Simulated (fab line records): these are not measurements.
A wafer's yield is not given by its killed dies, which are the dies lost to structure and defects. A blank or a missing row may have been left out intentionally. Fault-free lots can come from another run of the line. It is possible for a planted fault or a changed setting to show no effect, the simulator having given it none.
Chamber matching | flow n5-finfet | N5_BEOL_M12_VIA_ETCH_16 on rie-diel-01: 4 sister chambers
The step etches SiOC in C4F8/O2/Ar, target depth 724.8 nm. 16 wafers are shown with their chamber, then 8 later ones without.

WAFERS, EACH WITH ITS CHAMBER
wafer  | chamber | drypump-motor-current-A (A) | showerhead-plenum-p-Torr (Torr) | throttle-valve-pct (%)
L074.2 | 3       | 6.1                         | 3.36                            | 24.55
L074.4 | 2       | 6.2                         | 3.47                            | 24.37
L074.5 | 3       | 6.1                         | 3.36                            | 24.55
L075.1 | 3       | 6.1                         | 3.36                            | 24.55
L075.3 | 1       | 6.0                         | 3.29                            | 24.30
L075.5 | 0       | 6.5                         | 3.52                            | 24.24
L081.2 | 1       | 6.0                         | 3.28                            | 24.31
L081.3 | 2       | 6.2                         | 3.47                            | 24.39
L081.5 | 0       | 6.5                         | 3.52                            | 24.25
L086.4 | 1       | 6.0                         | 3.27                            | 24.34
L086.5 | 0       | 6.5                         | 3.51                            | 24.27
L086.6 | 1       | 6.0                         | 3.27                            | 24.32
L091.1 | 0       | 6.5                         | 3.50                            | 24.29
L091.3 | 2       | 6.2                         | 3.45                            | 24.41
L091.4 | 2       | 6.2                         | 3.45                            | 24.40
L094.2 | 2       | 6.3                         | 3.45                            | 24.43

SIGNATURES (averages over the wafers above)
reading                  | chamber 0 | chamber 1 | chamber 2 | chamber 3 | scatter within a chamber
drypump-motor-current-A  | 6.500     | 6.000     | 6.220     | 6.100     | 0.0258
showerhead-plenum-p-Torr | 3.5125    | 3.2775    | 3.4580    | 3.3600    | 0.00926
throttle-valve-pct       | 24.2625   | 24.3175   | 24.4000   | 24.5500   | 0.019
Rule: for each reading, subtract the chamber's mean from the wafer's reading, divide by that reading's scatter and square the result; add these up over the readings and take the root, which gives the wafer's distance from the chamber. If the next closest chamber is less than 2 further off than the closest, the wafer can't be placed; otherwise it belongs to the closest. How the scatter is found: for the shown wafers, subtract from each reading the mean of its chamber, square and add these, divide the total by (wafers less chambers), then take the root.

WAFERS WHOSE CHAMBER IS MISSING
wafer  | drypump-motor-current-A (A) | showerhead-plenum-p-Torr (Torr) | throttle-valve-pct (%)
L094.5 | 5.9                         | 3.27                            | 24.35
L094.6 | 6.3                         | 3.45                            | 24.42
L097.1 | 5.9                         | 3.26                            | 24.37
L097.2 | 6.5                         | 3.50                            | 24.30
L097.5 | 6.1                         | 3.34                            | 24.24
L096.4 | 6.4                         | 3.49                            | 24.31
L096.5 | 6.2                         | 3.44                            | 24.45
L096.6 | 6.1                         | 3.34                            | 24.24

THE CHAMBER EACH PASSED THROUGH
wafer  | from the rows above | in truth
L094.5 | 1                   | 1
L094.6 | 2                   | 2
L097.1 | 1                   | 1
L097.2 | 0                   | 0
L097.5 | 1                   | 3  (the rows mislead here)
L096.4 | 0                   | 0
L096.5 | 2                   | 2
L096.6 | 1                   | 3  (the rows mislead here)
Correct placement for 6 of the 8. From these rows, 0 cannot be placed. Number placed wrongly: 2.
